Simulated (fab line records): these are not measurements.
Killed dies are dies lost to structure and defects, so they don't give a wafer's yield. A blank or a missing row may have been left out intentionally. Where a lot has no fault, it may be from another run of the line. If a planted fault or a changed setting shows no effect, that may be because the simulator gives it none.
Lot-split experiment || flow n5 finfet || route with 1938 steps; 7 lots, 39 wafers read

THE SPLIT ITSELF
At N5_BEOL_M11_VIA_ETCH_34 (etches SiCOH lowk in C4F6/O2, target depth 184.5 nm, time 69.2 s), the setting time s was moved away from the recipe's 69.2 s on 15 of the 39 wafers read, by -49.2% to +56.2%. For the rest of the wafers, this setting stayed at what the recipe calls for.

The split's own step is where the reading is taken.

THE READING
SOC_of_BEOL_M11_COAT_63.thk nm (the simulator's own value, which no gauge read), in nm, at N5_BEOL_M11_VIA_ETCH_34 (etches SiCOH lowk in C4F6/O2, target depth 184.5 nm, time 69.2 s). There is no usual value for it anywhere in the file. The 24 wafers here that ran the recipe average 91.9 nm, standard deviation 0.42 nm.

{"wafer": "L079.1", "tool, chamber at the split": "rie diel-05, 0", "time s as run, s": 69.2, "against the recipe": "recipe", "SOC_of_BEOL_M11_COAT_63.thk nm, nm": 92.2, "against lot-mates on the recipe": "-"}
{"wafer": "L079.2", "tool, chamber at the split": "rie diel-05, 3", "time s as run, s": 96.85, "against the recipe": "+40.0%", "SOC_of_BEOL_M11_COAT_63.thk nm, nm": 89.2, "against lot-mates on the recipe": -3.1}
{"wafer": "L079.3", "tool, chamber at the split": "rie diel-05, 1", "time s as run, s": 96.85, "against the recipe": "+40.0%", "SOC_of_BEOL_M11_COAT_63.thk nm, nm": 88.8, "against lot-mates on the recipe": -3.5}
{"wafer": "L079.4", "tool, chamber at the split": "rie diel-05, 2", "time s as run, s": 96.85, "against the recipe": "+40.0%", "SOC_of_BEOL_M11_COAT_63.thk nm, nm": 88.8, "against lot-mates on the recipe": -3.5}
{"wafer": "L079.5", "tool, chamber at the split": "rie diel-05, 0", "time s as run, s": 69.2, "against the recipe": "recipe", "SOC_of_BEOL_M11_COAT_63.thk nm, nm": 92.4, "against lot-mates on the recipe": "-"}
{"wafer": "L079.6", "tool, chamber at the split": "rie diel-05, 3", "time s as run, s": 69.2, "against the recipe": "recipe", "SOC_of_BEOL_M11_COAT_63.thk nm, nm": 92.4, "against lot-mates on the recipe": "-"}
{"wafer": "L080.1", "tool, chamber at the split": "rie diel-05, 1", "time s as run, s": 88.32, "against the recipe": "+27.6%", "SOC_of_BEOL_M11_COAT_63.thk nm, nm": 89.8, "against lot-mates on the recipe": -2.3}
{"wafer": "L080.2", "tool, chamber at the split": "rie diel-05, 0", "time s as run, s": 88.32, "against the recipe": "+27.6%", "SOC_of_BEOL_M11_COAT_63.thk nm, nm": 90.4, "against lot-mates on the recipe": -1.7}
{"wafer": "L080.3", "tool, chamber at the split": "rie diel-05, 2", "time s as run, s": 69.2, "against the recipe": "recipe", "SOC_of_BEOL_M11_COAT_63.thk nm, nm": 92, "against lot-mates on the recipe": "-"}
{"wafer": "L080.4", "tool, chamber at the split": "rie diel-05, 3", "time s as run, s": 69.2, "against the recipe": "recipe", "SOC_of_BEOL_M11_COAT_63.thk nm, nm": 92.2, "against lot-mates on the recipe": "-"}
{"wafer": "L080.5", "tool, chamber at the split": "rie diel-05, 2", "time s as run, s": 88.32, "against the recipe": "+27.6%", "SOC_of_BEOL_M11_COAT_63.thk nm, nm": 89.8, "against lot-mates on the recipe": -2.3}
{"wafer": "L080.6", "tool, chamber at the split": "rie diel-05, 1", "time s as run, s": 69.2, "against the recipe": "recipe", "SOC_of_BEOL_M11_COAT_63.thk nm, nm": 92.2, "against lot-mates on the recipe": "-"}
{"wafer": "L083.1", "tool, chamber at the split": "rie diel-03, 0", "time s as run, s": 35.17, "against the recipe": "-49.2%", "SOC_of_BEOL_M11_COAT_63.thk nm, nm": 96.4, "against lot-mates on the recipe": "+3.9"}
{"wafer": "L083.2", "tool, chamber at the split": "rie diel-03, 3", "time s as run, s": 35.17, "against the recipe": "-49.2%", "SOC_of_BEOL_M11_COAT_63.thk nm, nm": 96.4, "against lot-mates on the recipe": "+3.9"}
{"wafer": "L083.3", "tool, chamber at the split": "rie diel-03, 2", "time s as run, s": 35.17, "against the recipe": "-49.2%", "SOC_of_BEOL_M11_COAT_63.thk nm, nm": 96.4, "against lot-mates on the recipe": "+3.9"}
{"wafer": "L083.4", "tool, chamber at the split": "rie diel-03, 1", "time s as run, s": 69.2, "against the recipe": "recipe", "SOC_of_BEOL_M11_COAT_63.thk nm, nm": 92.4, "against lot-mates on the recipe": "-"}
{"wafer": "L083.5", "tool, chamber at the split": "rie diel-03, 1", "time s as run, s": 69.2, "against the recipe": "recipe", "SOC_of_BEOL_M11_COAT_63.thk nm, nm": 92.6, "against lot-mates on the recipe": "-"}
{"wafer": "L083.6", "tool, chamber at the split": "rie diel-03, 2", "time s as run, s": 69.2, "against the recipe": "recipe", "SOC_of_BEOL_M11_COAT_63.thk nm, nm": 92.6, "against lot-mates on the recipe": "-"}
{"wafer": "L084.1", "tool, chamber at the split": "rie diel-05, 1", "time s as run, s": 69.2, "against the recipe": "recipe", "SOC_of_BEOL_M11_COAT_63.thk nm, nm": 91.4, "against lot-mates on the recipe": "-"}
{"wafer": "L084.2", "tool, chamber at the split": "rie diel-05, 0", "time s as run, s": 69.2, "against the recipe": "recipe", "SOC_of_BEOL_M11_COAT_63.thk nm, nm": 91.6, "against lot-mates on the recipe": "-"}
{"wafer": "L084.3", "tool, chamber at the split": "rie diel-05, 2", "time s as run, s": 69.2, "against the recipe": "recipe", "SOC_of_BEOL_M11_COAT_63.thk nm, nm": 91.2, "against lot-mates on the recipe": "-"}
{"wafer": "L084.4", "tool, chamber at the split": "rie diel-05, 3", "time s as run, s": 69.2, "against the recipe": "recipe", "SOC_of_BEOL_M11_COAT_63.thk nm, nm": 91.4, "against lot-mates on the recipe": "-"}
{"wafer": "L084.5", "tool, chamber at the split": "rie diel-05, 1", "time s as run, s": 69.2, "against the recipe": "recipe", "SOC_of_BEOL_M11_COAT_63.thk nm, nm": 91.4, "against lot-mates on the recipe": "-"}
{"wafer": "L084.6", "tool, chamber at the split": "rie diel-05, 2", "time s as run, s": 69.2, "against the recipe": "recipe", "SOC_of_BEOL_M11_COAT_63.thk nm, nm": 91.4, "against lot-mates on the recipe": "-"}
{"wafer": "L089.1", "tool, chamber at the split": "rie diel-03, 3", "time s as run, s": 69.2, "against the recipe": "recipe", "SOC_of_BEOL_M11_COAT_63.thk nm, nm": 91.8, "against lot-mates on the recipe": "-"}
{"wafer": "L089.2", "tool, chamber at the split": "rie diel-03, 1", "time s as run, s": 69.2, "against the recipe": "recipe", "SOC_of_BEOL_M11_COAT_63.thk nm, nm": 91.8, "against lot-mates on the recipe": "-"}
{"wafer": "L089.3", "tool, chamber at the split": "rie diel-03, 2", "time s as run, s": 108.1, "against the recipe": "+56.2%", "SOC_of_BEOL_M11_COAT_63.thk nm, nm": 87.4, "against lot-mates on the recipe": -4.3}
{"wafer": "L089.4", "tool, chamber at the split": "rie diel-03, 0", "time s as run, s": 69.2, "against the recipe": "recipe", "SOC_of_BEOL_M11_COAT_63.thk nm, nm": 91.6, "against lot-mates on the recipe": "-"}
{"wafer": "L089.5", "tool, chamber at the split": "rie diel-03, 1", "time s as run, s": 108.1, "against the recipe": "+56.2%", "SOC_of_BEOL_M11_COAT_63.thk nm, nm": 87.4, "against lot-mates on the recipe": -4.3}
{"wafer": "L089.6", "tool, chamber at the split": "rie diel-03, 0", "time s as run, s": 108.1, "against the recipe": "+56.2%", "SOC_of_BEOL_M11_COAT_63.thk nm, nm": 87.4, "against lot-mates on the recipe": -4.3}
{"wafer": "L090.1", "tool, chamber at the split": "rie diel-03, 1", "time s as run, s": 99.74, "against the recipe": "+44.1%", "SOC_of_BEOL_M11_COAT_63.thk nm, nm": 88.6, "against lot-mates on the recipe": -3.7}
{"wafer": "L090.2", "tool, chamber at the split": "rie diel-03, 0", "time s as run, s": 99.74, "against the recipe": "+44.1%", "SOC_of_BEOL_M11_COAT_63.thk nm, nm": 88.6, "against lot-mates on the recipe": -3.7}
{"wafer": "L090.3", "tool, chamber at the split": "rie diel-03, 3", "time s as run, s": 69.2, "against the recipe": "recipe", "SOC_of_BEOL_M11_COAT_63.thk nm, nm": 92.4, "against lot-mates on the recipe": "-"}
{"wafer": "L090.4", "tool, chamber at the split": "rie diel-03, 2", "time s as run, s": 69.2, "against the recipe": "recipe", "SOC_of_BEOL_M11_COAT_63.thk nm, nm": 92.2, "against lot-mates on the recipe": "-"}
{"wafer": "L090.5", "tool, chamber at the split": "rie diel-03, 2", "time s as run, s": 69.2, "against the recipe": "recipe", "SOC_of_BEOL_M11_COAT_63.thk nm, nm": 92.2, "against lot-mates on the recipe": "-"}
{"wafer": "L090.6", "tool, chamber at the split": "rie diel-03, 3", "time s as run, s": 99.74, "against the recipe": "+44.1%", "SOC_of_BEOL_M11_COAT_63.thk nm, nm": 88.4, "against lot-mates on the recipe": -3.9}
{"wafer": "L097.2", "tool, chamber at the split": "rie diel-06, 2", "time s as run, s": 69.2, "against the recipe": "recipe", "SOC_of_BEOL_M11_COAT_63.thk nm, nm": 91.8, "against lot-mates on the recipe": "-"}
{"wafer": "L097.3", "tool, chamber at the split": "rie diel-06, 3", "time s as run, s": 69.2, "against the recipe": "recipe", "SOC_of_BEOL_M11_COAT_63.thk nm, nm": 91.6, "against lot-mates on the recipe": "-"}
{"wafer": "L097.6", "tool, chamber at the split": "rie diel-06, 2", "time s as run, s": 69.2, "against the recipe": "recipe", "SOC_of_BEOL_M11_COAT_63.thk nm, nm": 91.8, "against lot-mates on the recipe": "-"}

THE FIT
A straight line over all 39 wafers: SOC_of_BEOL_M11_COAT_63.thk nm changes by -0.082 nm for each +1% of time s; r = -0.99; the points scatter about the line by 0.38 nm.
The same after taking each lot's own level away (the mean of its wafers on the recipe; 39 wafers): -0.08 nm for each +1%; r = -1.00; scatter 0.16 nm.
Per that fit: largest time s move, reading shift of 4.5 nm.
The lots' own levels span 91.40 to 92.53 nm, that is 2.7 times the standard deviation above.
So the lot-to-lot level changes the slope little: the two slopes agree.
Check: for one of the wafers moved furthest among these (+56.2%), held out of the fit, the line's prediction against its lot-mates is -4.54 nm. Against them it came out at -4.33 nm.

THESE WAFERS: OTHER SPLITS
Note: prior to the reading, these wafers also went through further splits. Each is held against what the fit with the lots' levels taken away leaves over:
{"other split on the same wafers": "N5_BEOL_M6_CVD_78 target thk a", "wafers away from the commonest value": 15, "r with SOC_of_BEOL_M11_COAT_63.thk nm (lot level and that fit taken away)": "+0.18"}
{"other split on the same wafers": "N5_BEOL_M9_DESCUM_16 time s", "wafers away from the commonest value": 18, "r with SOC_of_BEOL_M11_COAT_63.thk nm (lot level and that fit taken away)": -0.40}

THE WHOLE CHAIN: every reading that the file lists as answering this split, in the file's order
{"step": "N5_BEOL_M11_VIA_ETCH_34", "what it does": "etches SiCOH lowk in C4F6/O2, target depth 184.5 nm, time 69.2 s", "reading": "etch.depth nm (the simulator's own value, which no gauge read)", "change (the file's fit)": "+1.85 nm for each +1% of the setting", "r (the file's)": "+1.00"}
{"step": "N5_BEOL_M11_VIA_ETCH_34", "what it does": "etches SiCOH lowk in C4F6/O2, target depth 184.5 nm, time 69.2 s", "reading": "SOC_of_BEOL_M11_COAT_63.thk nm (the simulator's own value, which no gauge read)", "change (the file's fit)": "-0.0802 nm for each +1% of the setting", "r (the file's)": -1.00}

FILE'S OWN FIT
SOC_of_BEOL_M11_COAT_63.thk nm changes by -0.0802 nm for each +1% of time s, r = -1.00.
